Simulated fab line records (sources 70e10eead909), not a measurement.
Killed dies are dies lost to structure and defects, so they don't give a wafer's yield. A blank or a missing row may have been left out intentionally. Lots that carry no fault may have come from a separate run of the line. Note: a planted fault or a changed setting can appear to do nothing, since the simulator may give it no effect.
Which tool was responsible?	flow nandHarc	24 lots with 72 wafers sampled at 6 steps, on a route of 1159 steps

== WHAT EACH GAUGE READ, for each wafer ==
The record lacks any reading of a measuring or inspecting step that a usual standard deviation could be used to judge.

== EACH LOT AND THE TOOL THAT RAN IT (in order: tool; ch and the chambers of the sampled wafers; start) ==
lot	NHARC_A_CHANNEL_FILL_D1_STRIP_28	NHARC_A_STAIRCASE_STRIP_171	NHARC_A_STAIRCASE_ETCH_17	NHARC_A_STAIRCASE_ETCH_19	NHARC_A_STAIRCASE_ETCH_23	NHARC_A_STAIRCASE_ETCH_25
L075	rieDiel-12 ch 0,1, day 10 03:26	plasmaAsher-01 ch 0,1, day 11 05:25	rieDiel-02 ch 2,3, no start	rieDiel-02 ch 0,1,2, no start	rieDiel-02 ch 1,3, no start	rieDiel-02 ch 0,1,3, no start
L074	rieDiel-10 ch 0,3, day 10 03:26	plasmaAsher-02 ch 0,1, day 11 05:14	rieDiel-08 ch 1,3, no start	rieDiel-08 ch 0,3, no start	rieDiel-08 ch 0,1,3, no start	rieDiel-08 ch 2,3, no start
L078	rieDiel-11 ch 0,1,3, day 10 10:27	plasmaAsher-02 ch 0,1, day 11 11:57	rieDiel-02 ch 1,2,3, no start	rieDiel-02 ch 0,1, no start	rieDiel-08 ch 0,1,3, no start	rieDiel-08 ch 1,3, no start
L076	rieDiel-10 ch 0,1,3, day 10 10:28	plasmaAsher-01 ch 0,1, day 11 12:06	rieDiel-08 ch 1,2,3, no start	rieDiel-08 ch 0,1,3, no start	rieDiel-02 ch 0,1,3, no start	rieDiel-02 ch 0,2,3, no start
L077	rieDiel-12 ch 0,1,2, day 10 14:47	plasmaAsher-02 ch 0,1, day 11 16:57	rieDiel-05 ch 0,1, no start	rieDiel-05 ch 0,1, no start	rieDiel-05 ch 1,2, no start	rieDiel-05 ch 0,1,3, no start
L079	rieDiel-10 ch 0,1,3, day 10 14:47	plasmaAsher-01 ch 0,1, day 11 17:55	rieDiel-02 ch 2,3, no start	rieDiel-02 ch 0,3, no start	rieDiel-02 ch 0,2,3, no start	rieDiel-02 ch 0,1,3, no start
L080	rieDiel-12 ch 2,3, day 10 20:37	plasmaAsher-01 ch 0,1, day 11 21:52	rieDiel-08 ch 1,2,3, no start	rieDiel-08 ch 0,1,3, no start	rieDiel-08 ch 0,2,3, no start	rieDiel-08 ch 0,3, no start
L081	rieDiel-11 ch 0,3, day 11 08:13	plasmaAsher-02 ch 0,1, day 12 10:29	rieDiel-02 ch 1,2, no start	rieDiel-02 ch 0,1, no start	rieDiel-02 ch 0,2,3, no start	rieDiel-02 ch 0,2,3, no start
L084	rieDiel-12 ch 0,3, day 11 23:33	plasmaAsher-02 ch 0,1, day 13 01:04	rieDiel-08 ch 0,1,2, no start	rieDiel-08 ch 0,1,3, no start	rieDiel-08 ch 1,2,3, no start	rieDiel-08 ch 0,1,3, no start
L082	rieDiel-10 ch 1,2, day 11 23:34	plasmaAsher-01 ch 0,1, day 13 01:11	rieDiel-08 ch 0,1,2, no start	rieDiel-08 ch 0,2, no start	rieDiel-02 ch 1,2, no start	rieDiel-02 ch 2,3, no start
L083	rieDiel-11 ch 2,3, day 11 23:35	plasmaAsher-02 ch 0, day 13 00:44	rieDiel-02 ch 0,3, no start	rieDiel-02 ch 0,2, no start	rieDiel-02 ch 0,1,2, no start	rieDiel-02 ch 0,3, no start
L088	rieDiel-11 ch 0,2,3, day 12 16:54	plasmaAsher-02 ch 0, day 13 18:07	rieDiel-02 ch 2,3, no start	rieDiel-02 ch 0,1,3, no start	rieDiel-05 ch 1,2, no start	rieDiel-05 ch 0,1, no start
L087	rieDiel-12 ch 1,3, day 12 16:56	plasmaAsher-01 ch 0,1, day 13 18:25	rieDiel-05 ch 1,2,3, no start	rieDiel-05 ch 0,3, no start	rieDiel-05 ch 0,3, no start	rieDiel-05 ch 1,2, no start
L085	rieDiel-10 ch 0,1, day 12 20:53	plasmaAsher-02 ch 0,1, day 13 22:36	rieDiel-02 ch 0,1,3, no start	rieDiel-02 ch 0,3, no start	rieDiel-02 ch 2,3, no start	rieDiel-02 ch 2,3, no start
L086	rieDiel-11 ch 0,1,2, day 12 20:54	plasmaAsher-01 ch 0,1, day 13 22:46	rieDiel-08 ch 0,2,3, no start	rieDiel-08 ch 0,1, no start	rieDiel-02 ch 1,2,3, no start	rieDiel-02 ch 1,3, no start
L089	rieDiel-10 ch 0,2, day 13 10:56	plasmaAsher-02 ch 0,1, day 14 12:13	rieDiel-08 ch 0,3, no start	rieDiel-08 ch 1,2,3, no start	rieDiel-02 ch 1,2,3, no start	rieDiel-02 ch 0,2,3, no start
L091	rieDiel-11 ch 0,2, day 13 16:14	plasmaAsher-01 ch 0,1, day 14 17:32	rieDiel-05 ch 0,1,2, no start	rieDiel-05 ch 0,1,2, no start	rieDiel-05 ch 1,2,3, no start	rieDiel-05 ch 1,3, no start
L090	rieDiel-10 ch 1,2,3, day 13 16:15	plasmaAsher-02 ch 0,1, day 14 17:10	rieDiel-05 ch 0,3, no start	rieDiel-05 ch 0,1,2, no start	rieDiel-08 ch 0,1,3, no start	rieDiel-08 ch 2,3, no start
L094	rieDiel-10 ch 1,2, day 14 07:01	plasmaAsher-02 ch 0,1, day 15 08:11	rieDiel-02 ch 2,3, no start	rieDiel-02 ch 1,3, no start	rieDiel-02 ch 0,1,3, no start	rieDiel-02 ch 2,3, no start
L093	rieDiel-11 ch 0,1,2, day 14 07:01	plasmaAsher-02 ch 0,1, day 15 11:41	rieDiel-02 ch 0,2,3, no start	rieDiel-02 ch 0,1,3, no start	rieDiel-05 ch 0,1,3, no start	rieDiel-05 ch 1,2, no start
L092	rieDiel-10 ch 0,3, day 14 11:01	plasmaAsher-01 ch 0,1, day 15 12:06	rieDiel-02 ch 0,1,3, no start	rieDiel-02 ch 0,1,3, no start	rieDiel-02 ch 0,2, no start	rieDiel-02 ch 1,2, no start
L095	rieDiel-10 ch 2,3, day 14 19:44	plasmaAsher-01 ch 0,1, day 15 21:53	rieDiel-05 ch 0,1,3, no start	rieDiel-05 ch 0,2,3, no start	rieDiel-02 ch 0,2,3, no start	rieDiel-02 ch 0,1,3, no start
L096	rieDiel-10 ch 1,3, day 14 19:46	plasmaAsher-01 ch 0,1, day 16 00:37	rieDiel-02 ch 0,2,3, no start	rieDiel-02 ch 0,1,2, no start	rieDiel-08 ch 1,2, no start	rieDiel-08 ch 0,3, no start
L097	rieDiel-10 ch 0,2, day 15 10:46	plasmaAsher-01 ch 0,1, day 16 11:46	rieDiel-05 ch 1,3, no start	rieDiel-05 ch 0,1, no start	rieDiel-02 ch 0,1,2, no start	rieDiel-02 ch 1,2,3, no start
- NHARC_A_CHANNEL_FILL_D1_STRIP_28: strips in O2, time 20 s.
- NHARC_A_STAIRCASE_STRIP_171: strips in O2.
- NHARC_A_STAIRCASE_ETCH_17: etches the open film in C4F8/O2, target depth 100 nm, time 40.5 s.
- NHARC_A_STAIRCASE_ETCH_19: etches the open film in C4F8/O2, target depth 100 nm, time 40.5 s.
- NHARC_A_STAIRCASE_ETCH_23: etches the open film in C4F8/O2, target depth 100 nm, time 40.5 s.
- NHARC_A_STAIRCASE_ETCH_25: etches the open film in C4F8/O2, target depth 100 nm, time 40.5 s.

== AS READ BY THE TOOLS THEMSELVES (means over the sampled wafers that have a number; for cases with no such wafer, the mark the record gives instead) ==
NHARC_A_CHANNEL_FILL_D1_STRIP_28. Usual: drypumpMotorCurrentA 5.8 A, standard deviation 0.37; oesProductAu 1.001 a.u., standard deviation 0.013; rfVppV 57.9 V, standard deviation 0.95; showerheadPlenumPTorr 3.53 Torr, standard deviation 0.11; throttleValvePct 17.036 %, standard deviation 0.0088.
lot	tool	drypumpMotorCurrentA (A)	oesProductAu (a.u.)	rfVppV (V)	showerheadPlenumPTorr (Torr)	throttleValvePct (%)	flag
L075	rieDiel-12	6.4	1.003	58.6	3.49	17.037	
L074	rieDiel-10	5.8	1.006	58.5	3.59	17.035	
L078	rieDiel-11	5.7	1.005	59.0	3.65	17.036	
L076	rieDiel-10	5.7	0.994	58.3	3.58	17.041	
L077	rieDiel-12	6.0	0.997	57.5	3.51	17.036	
L079	rieDiel-10	5.7	1.002	58.7	3.58	17.031	
L080	rieDiel-12	5.7	1.008	57.2	3.47	17.036	
L081	rieDiel-11	6.0	1.001	58.1	3.70	17.047	
L084	rieDiel-12	6.4	1.019	57.0	3.37	17.025	
L082	rieDiel-10	5.9	0.994	58.0	3.49	17.031	
L083	rieDiel-11	6.1	1.003	57.7	3.63	17.032	
L088	rieDiel-11	5.9	0.994	57.6	3.59	17.042	
L087	rieDiel-12	6.2	1.021	57.6	3.36	17.036	
L085	rieDiel-10	5.6	0.996	56.6	3.58	17.039	
L086	rieDiel-11	5.6	1.002	58.1	3.54	17.035	
L089	rieDiel-10	5.8	0.997	58.4	3.51	17.030	
L091	rieDiel-11	5.7	0.997	57.6	3.56	17.030	
L090	rieDiel-10	6.0	0.991	57.2	3.50	17.035	
L094	rieDiel-10	5.9	0.997	57.9	3.49	17.040	
L093	rieDiel-11	5.6	1.015	57.7	3.54	17.040	
L092	rieDiel-10	5.7	0.997	58.3	3.59	17.031	
L095	rieDiel-10	6.1	1.001	57.6	3.46	17.040	
L096	rieDiel-10	5.9	0.992	57.6	3.53	17.037	
L097	rieDiel-10	5.5	0.988	58.2	3.59	17.034	

NHARC_A_STAIRCASE_STRIP_171. Usual: drypumpMotorCurrentA 5.68 A, standard deviation 0.27; heaterPowerW 321 W, standard deviation 16; tempC 250.02 C, standard deviation 0.18.
lot	tool	drypumpMotorCurrentA (A)	heaterPowerW (W)	tempC (C)	flag
L075	plasmaAsher-01	5.44	325	250.09	
L074	plasmaAsher-02	5.99	318	250.01	
L078	plasmaAsher-02	5.84	318	250.02	
L076	plasmaAsher-01	5.46	326	250.22	
L077	plasmaAsher-02	5.97	323	249.94	
L079	plasmaAsher-01	5.45	324	249.91	
L080	plasmaAsher-01	5.45	330	249.91	
L081	plasmaAsher-02	5.97	324	250.19	
L084	plasmaAsher-02	5.98	318	250.38	
L082	plasmaAsher-01	5.43	334	249.93	
L083	plasmaAsher-02	5.70	306	249.80	
L088	plasmaAsher-02	5.72	312	250.00	
L087	plasmaAsher-01	5.45	315	249.99	
L085	plasmaAsher-02	5.99	321	249.91	
L086	plasmaAsher-01	5.45	316	249.94	
L089	plasmaAsher-02	5.83	316	249.86	
L091	plasmaAsher-01	5.43	330	250.05	
L090	plasmaAsher-02	5.86	317	250.09	
L094	plasmaAsher-02	5.81	315	249.98	
L093	plasmaAsher-02	5.98	320	250.17	
L092	plasmaAsher-01	5.44	329	249.93	
L095	plasmaAsher-01	5.44	332	250.09	
L096	plasmaAsher-01	5.46	315	249.99	
L097	plasmaAsher-01	5.45	331	249.99	

NHARC_A_STAIRCASE_ETCH_17. Usual: oesProductAu 0.943 a.u., standard deviation 0.012; rfVppV 893 V, standard deviation 5.1.
lot	tool	oesProductAu (a.u.)	rfVppV (V)	flag
L075	rieDiel-02	0.944	896	
L074	rieDiel-08	0.943	893	
L078	rieDiel-02	0.951	895	
L076	rieDiel-08	0.959	890	
L077	rieDiel-05	0.943	889	
L079	rieDiel-02	0.947	893	
L080	rieDiel-08	0.942	890	
L081	rieDiel-02	0.937	892	
L084	rieDiel-08	0.944	887	
L082	rieDiel-08	0.951	888	
L083	rieDiel-02	0.946	896	
L088	rieDiel-02	0.925	892	
L087	rieDiel-05	0.944	896	
L085	rieDiel-02	0.958	896	
L086	rieDiel-08	0.944	896	
L089	rieDiel-08	0.945	890	
L091	rieDiel-05	0.937	895	
L090	rieDiel-05	0.929	890	
L094	rieDiel-02	0.954	895	
L093	rieDiel-02	0.946	895	
L092	rieDiel-02	0.942	896	
L095	rieDiel-05	0.947	890	
L096	rieDiel-02	0.945	893	
L097	rieDiel-05	0.932	892	

NHARC_A_STAIRCASE_ETCH_19. Usual: oesProductAu 0.944 a.u., standard deviation 0.012; rfVppV 893 V, standard deviation 4.9.
lot	tool	oesProductAu (a.u.)	rfVppV (V)	flag
L075	rieDiel-02	0.946	894	
L074	rieDiel-08	0.953	891	
L078	rieDiel-02	0.947	898	
L076	rieDiel-08	0.949	891	
L077	rieDiel-05	0.938	890	
L079	rieDiel-02	0.942	898	
L080	rieDiel-08	0.943	891	
L081	rieDiel-02	0.952	897	
L084	rieDiel-08	0.946	891	
L082	rieDiel-08	0.953	887	
L083	rieDiel-02	0.939	893	
L088	rieDiel-02	0.936	897	
L087	rieDiel-05	0.943	890	
L085	rieDiel-02	0.953	895	
L086	rieDiel-08	0.948	889	
L089	rieDiel-08	0.944	896	
L091	rieDiel-05	0.926	893	
L090	rieDiel-05	0.938	894	
L094	rieDiel-02	0.959	897	
L093	rieDiel-02	0.945	896	
L092	rieDiel-02	0.954	896	
L095	rieDiel-05	0.935	896	
L096	rieDiel-02	0.941	893	
L097	rieDiel-05	0.933	888	

NHARC_A_STAIRCASE_ETCH_23. Usual: oesProductAu 0.946 a.u., standard deviation 0.012; rfVppV 894 V, standard deviation 5.1.
lot	tool	oesProductAu (a.u.)	rfVppV (V)	flag
L075	rieDiel-02	0.935	898	
L074	rieDiel-08	0.934	890	
L078	rieDiel-08	0.936	891	
L076	rieDiel-02	0.943	897	
L077	rieDiel-05	0.950	896	
L079	rieDiel-02	0.958	894	
L080	rieDiel-08	0.963	890	
L081	rieDiel-02	0.942	895	
L084	rieDiel-08	0.946	890	
L082	rieDiel-02	0.949	892	
L083	rieDiel-02	0.944	893	
L088	rieDiel-05	0.926	900	
L087	rieDiel-05	0.935	890	
L085	rieDiel-02	0.942	895	
L086	rieDiel-02	0.937	895	
L089	rieDiel-02	0.961	895	
L091	rieDiel-05	0.943	895	
L090	rieDiel-08	0.944	889	
L094	rieDiel-02	0.954	895	
L093	rieDiel-05	0.932	890	
L092	rieDiel-02	0.950	891	
L095	rieDiel-02	0.954	894	
L096	rieDiel-08	0.948	899	
L097	rieDiel-02	0.960	893	

NHARC_A_STAIRCASE_ETCH_25. Usual: oesProductAu 0.945 a.u., standard deviation 0.013; rfVppV 894 V, standard deviation 4.8.
lot	tool	oesProductAu (a.u.)	rfVppV (V)	flag
L075	rieDiel-02	0.953	897	
L074	rieDiel-08	0.967	889	
L078	rieDiel-08	0.941	892	
L076	rieDiel-02	0.936	895	
L077	rieDiel-05	0.949	891	
L079	rieDiel-02	0.946	897	
L080	rieDiel-08	0.964	891	
L081	rieDiel-02	0.940	894	
L084	rieDiel-08	0.951	892	
L082	rieDiel-02	0.941	893	
L083	rieDiel-02	0.949	897	
L088	rieDiel-05	0.927	889	
L087	rieDiel-05	0.951	900	
L085	rieDiel-02	0.939	893	
L086	rieDiel-02	0.952	897	
L089	rieDiel-02	0.945	894	
L091	rieDiel-05	0.939	893	
L090	rieDiel-08	0.934	898	
L094	rieDiel-02	0.970	896	
L093	rieDiel-05	0.944	895	
L092	rieDiel-02	0.947	893	
L095	rieDiel-02	0.919	897	
L096	rieDiel-08	0.926	892	
L097	rieDiel-02	0.959	895	

== THE ANSWER, worked out from the rows above alone ==
Rule: a lot counts as off when the mean over its wafers that have a number is more than 3 standard deviations away from the usual mean. Also off: a lot with no number at a reading for which 4 or more lots have one. The other lots that the step has rows for count as sound. The gauges are gone through in route order, then the tools' own readings, and for those a lot's mean is taken as printed above. The first step at which some lot is off is used, and at that step the reading that is off furthest; a lot without a number counts as furthest.
None of the lots is off at any reading shown; this tells nothing.

== WHAT HAD BEEN PUT IN BY THE SIMULATOR ==
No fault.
